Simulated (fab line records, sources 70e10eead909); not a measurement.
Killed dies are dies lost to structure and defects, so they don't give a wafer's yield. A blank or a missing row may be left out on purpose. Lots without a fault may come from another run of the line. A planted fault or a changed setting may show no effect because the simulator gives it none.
A struck lot beside a sound one | flow nand_harc | 15 steps out of a route of 1302
Sound: wafers L344.3, L344.4, L344.5. Struck: wafers L352.1, L352.3, L352.5. The cause comes at the end.
At each step with rows: each side's tool, then ch and its chambers, then its first start. Under that, the readings that differ: sound wafers | struck wafers | difference of the means | sigmas: that difference in standard deviations of wafers without a fault.
alike: readings whose means differ by less than 2 such deviations, and words and numbers that are the same on both sides. not compared: withheld readings, readings that some wafer has no value for, bounds like >300 that may hide the same value, and numbers for which the record gives no deviation and whose values overlap.
The two part at a step that has a row with sigmas, a row that says differs or no value, or rows on one side only. Numbers that don't overlap but have no deviation are shown without sigmas and don't part them. A reading that every wafer of one side lacks parts them only if that side has two wafers or more.

first, 8 steps without rows for these wafers: NHARC_THIN_TSV_DEHYDRATE_25 (time 120 s); NHARC_THIN_TSV_HMDS_26 (time 30 s); NHARC_THIN_TSV_COAT_27; NHARC_THIN_TSV_SOFTBAKE_28 (time 95 s); NHARC_THIN_TSV_EBR_29; NHARC_THIN_TSV_EXPOSE_30 (exposes mask PAD); NHARC_THIN_TSV_PEB_31 (peb time 85 s); NHARC_THIN_TSV_DEVELOP_32 (time 70 s).
NHARC_THIN_TSV_CD_MEAS_33: target cd 5000 nm.
  sound on cd_sem-03 ch 0, day 25 03:01; struck on cd_sem-03 ch 0, day 28 03:46
  alike: cd_nm
then, 1 step without rows for these wafers: NHARC_THIN_TSV_HARDBAKE_34 (time 80 s).
NHARC_THIN_TSV_DESCUM_35: chemistry O2, time 3 s.
  sound on rie_diel-13 ch 1,3, day 25 03:11; struck on rie_diel-09 ch 0,1,3, day 28 03:56
  alike: drypump_motor_current_A, oes_product_au, rf_vpp_V, showerhead_plenum_p_Torr, throttle_valve_pct
  not compared: rf_hours_counter_h
NHARC_THIN_TSV_ETCH_59: etches the open film in Cl2/BCl3, target depth 880 nm, time 138.1 s.
  sound on rie_metal-03 ch 0,1, day 25 03:23; struck on rie_metal-01 ch 0,1, day 28 04:05
  alike: bcl3_flow_sccm, bias_w, drypump_motor_current_A, oes_product_au, rf_fwd_power_W, throttle_valve_pct
  not compared: rf_hours_counter_h
NHARC_THIN_TSV_ETCH_36: etches the open film in Cl2/BCl3, target depth 65 nm, time 18.571 s.
  sound on rie_metal-03 ch 0,1, day 25 03:35; struck on rie_metal-01 ch 0, day 28 04:19
  no value came back on the struck wafers for chamber_pressure_mTorr (mTorr), drypump_motor_current_A (A), oes_product_au (a.u.); on the sound wafers chamber_pressure_mTorr (mTorr) reads 10.004 10.009 9.997
  not compared: rf_hours_counter_h
NHARC_THIN_TSV_STRIP_56: strips in O2.
  sound on plasma_asher-02 ch 0,1, day 25 03:46; struck on plasma_asher-02 ch 0,1, day 28 04:25
  alike: drypump_motor_current_A, heater_power_w
  not compared: rf_hours_counter_h
NHARC_END_SORT_01:
  sound on prober-01 ch 0, day 25 12:35; struck on prober-01 ch 0, day 28 11:47
  reading                  | sound       | struck         | difference | sigmas
  defect_limited_yield (%) | 97 97 96    | 0 0 0          | -97        | -32
  killed_at_other          | 0 0 0       | 646 645 629    | +640       | +99 or more
  killed_dies              | 20 23 26    | 677 677 677    | +654       | +33
  sort_bin_2_pct (%)       | 1.3 0.6 0.7 | 96.6 96.3 95.4 | +95.2      | +68
  sort_n_pass              | 657 654 651 | 0 0 0          | -654       | -33
  sort_rim_yield_pct (%)   | 96 94 92    | 0 0 0          | -94        | -22
  sort_yield_pct (%)       | 97 97 96    | 0 0 0          | -97        | -32
  alike: killed_at_array, killed_at_periphery, killed_open, killed_short, sort_bin_3_pct, sort_bin_4_pct

WHERE THEY PART
First at NHARC_THIN_TSV_ETCH_36; last, within this record, at NHARC_END_SORT_01.

WHY: what the simulator had put in
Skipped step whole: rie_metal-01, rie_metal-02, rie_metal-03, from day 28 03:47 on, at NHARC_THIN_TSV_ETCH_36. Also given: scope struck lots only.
